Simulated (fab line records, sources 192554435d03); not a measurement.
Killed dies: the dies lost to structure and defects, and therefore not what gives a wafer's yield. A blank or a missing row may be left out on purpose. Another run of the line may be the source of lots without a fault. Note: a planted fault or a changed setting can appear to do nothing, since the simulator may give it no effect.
A struck lot beside a sound one ; flow n5_finfet ; 14 steps out of a route of 1938
Sound: these wafers, L349.3, L349.4, L349.6. The struck wafers were L357.2, L357.4, L357.5. The cause is named last.
Order at every step that has rows: each side's tool, ch and its chambers, its first start. Under that, the readings that differ: sound wafers ; struck wafers ; difference of the means ; sigmas: that difference in standard deviations of wafers without a fault.
alike: words and numbers the same on both sides, and readings whose means are apart by under 2 such deviations; not compared: readings that were withheld, readings missing a value for some wafer, numbers with overlapping values and no deviation given by the record, and bounds like >300 which may hide the same value.
Wherever a step has rows on one side only, a row that says differs or no value, or a row with sigmas, the two part there. Numbers that don't overlap but have no deviation are shown without sigmas and don't part them. A reading that every wafer of one side lacks parts them only if that side has two wafers or more.

N5_FIN_SAQP_CD_MEAS_37: the cd target is 8 nm.
  struck on cd_sem-01, day 5 19:34; sound on cd_sem-02, day 3 20:04
  alike: cd_nm
then, 3 steps without rows for these wafers: N5_FIN_SAQP_PRECLEAN_38 (cleans in O3/DIW, time 45 s); N5_FIN_SAQP_PRECLEAN_45 (cleans in dHF, time 10 s); N5_FIN_SAQP_SRD_39 (time 30 s).
N5_FIN_SAQP_OCD_MEAS_76:
  struck on ocd-01, day 5 19:40; sound on ocd-01, day 3 20:10
  alike: trench_depth_nm
N5_FIN_SAQP_INSPECT_40: inspects for defects (brightfield).
  struck on defect_inspect-01, day 5 19:41; sound on defect_inspect-01, day 3 20:13
  alike: raw_defect_count
then, 6 steps without rows for these wafers: N5_FIN_CUT_COAT_18 (time 60 s, resist thk 230 nm); N5_FIN_CUT_COAT_19 (time 60 s, resist thk 20 nm); N5_FIN_CUT_COAT_29 (time 60 s, resist thk 10 nm); N5_FIN_CUT_COAT_02 (resist thk 30 nm); N5_FIN_CUT_EBR_04; N5_FIN_CUT_SOFTBAKE_03 (time 60 s).
N5_FIN_CUT_EXPOSE_05: exposes mask FIN CUT.
  sound on euv_scanner-01 ch 0, day 3 20:31; struck on euv_scanner-01, day 5 19:52
  no value came back on the struck wafers for exposure_dose_mJ_cm2, focus_offset_nm (nm), reticle_temp_C (C), stage_msd_nm (nm); on the sound wafers exposure_dose_mJ_cm2 reads 45.64 45.65 45.62
  alike: mask
then, 1 step without rows for these wafers: N5_FIN_CUT_PEB_06 (peb time 60 s).

WHERE THEY PART
Within this record, at N5_FIN_CUT_EXPOSE_05 only.

WHY: what the simulator had put in
Entire step skipped (euv_scanner-01, N5_FIN_CUT_EXPOSE_05), from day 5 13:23 onward. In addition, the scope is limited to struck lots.
